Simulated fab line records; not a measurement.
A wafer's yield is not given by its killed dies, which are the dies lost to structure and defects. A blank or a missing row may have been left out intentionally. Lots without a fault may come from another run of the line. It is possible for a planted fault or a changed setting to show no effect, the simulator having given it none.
One fault seen from 2 desks || flow nandHarc || what lay behind the numbers comes last; until then each desk has only its own

== THE TOOL OWNER'S DESK: arfiScanner-01 ==
The tool's own readings at NHARC_A_SLIT_EXPOSE_06 (exposes mask SLIT): means of the sampled wafers that have a number, for each lot that ran on this tool. A lot is out of limits, marked OUT, if its mean lies more than 4 standard deviations from the usual mean; the brackets give that distance.
Columns: A = exposureDoseMJCm2 at NHARC_A_SLIT_EXPOSE_06, usual 60.75; B = focusOffsetNm at NHARC_A_SLIT_EXPOSE_06, usual 0.1 nm
{"lot": "L624", "first seen here": "day 20 07:03", "A": 60.71, "B": -0.1}
{"lot": "L629", "first seen here": "day 23 05:57", "A": 60.76, "B": 0.6}
{"lot": "L632", "first seen here": "day 23 14:49", "A": 60.72, "B": -0.2}
{"lot": "L631", "first seen here": "day 23 19:29", "A": 60.72, "B": 0.3}
{"lot": "L646", "first seen here": "day 29 15:08", "A": 60.77, "B": -0.6}
This desk's finding: nothing out of limits on any of the 5 lots.

== AT THE METROLOGY DESK ==
What the gauges read for every lot (on any tool): the sampled wafers with a number, averaged. A lot is out of limits, marked OUT, if its mean lies more than 4 standard deviations from the usual mean; the brackets give that distance.
Columns: A = thkNm at NHARC_A_SGD_CUT_THK_MEAS_22, usual 148.0 nm
{"lot": "L624", "first seen here": "day 19 23:52", "A": 149.0}
{"lot": "L626", "first seen here": "day 19 23:52", "A": 149.0}
{"lot": "L625", "first seen here": "day 20 06:44", "A": 147.9}
{"lot": "L627", "first seen here": "day 21 03:20", "A": 147.5}
{"lot": "L628", "first seen here": "day 22 00:02", "A": 146.8}
{"lot": "L630", "first seen here": "day 22 20:14", "A": 147.7}
{"lot": "L629", "first seen here": "day 23 00:44", "A": 148.4}
{"lot": "L632", "first seen here": "day 23 09:43", "A": 149.4}
{"lot": "L633", "first seen here": "day 23 09:52", "A": 147.6}
{"lot": "L631", "first seen here": "day 23 14:23", "A": 147.5}
{"lot": "L636", "first seen here": "day 24 22:44", "A": 148.1}
{"lot": "L638", "first seen here": "day 25 11:26", "A": 147.5}
{"lot": "L639", "first seen here": "day 25 16:08", "A": 149.6}
{"lot": "L641", "first seen here": "day 26 20:52", "A": 148.5}
{"lot": "L646", "first seen here": "day 29 06:09", "A": 148.8}
This desk's finding: nothing out of limits on any of the 15 lots.

== TAKEN TOGETHER ==
Nothing out of limits was seen by the tool owner's desk.
Metrology desk: nothing out of limits seen.

== WHAT HAD BEEN PUT IN BY THE SIMULATOR ==
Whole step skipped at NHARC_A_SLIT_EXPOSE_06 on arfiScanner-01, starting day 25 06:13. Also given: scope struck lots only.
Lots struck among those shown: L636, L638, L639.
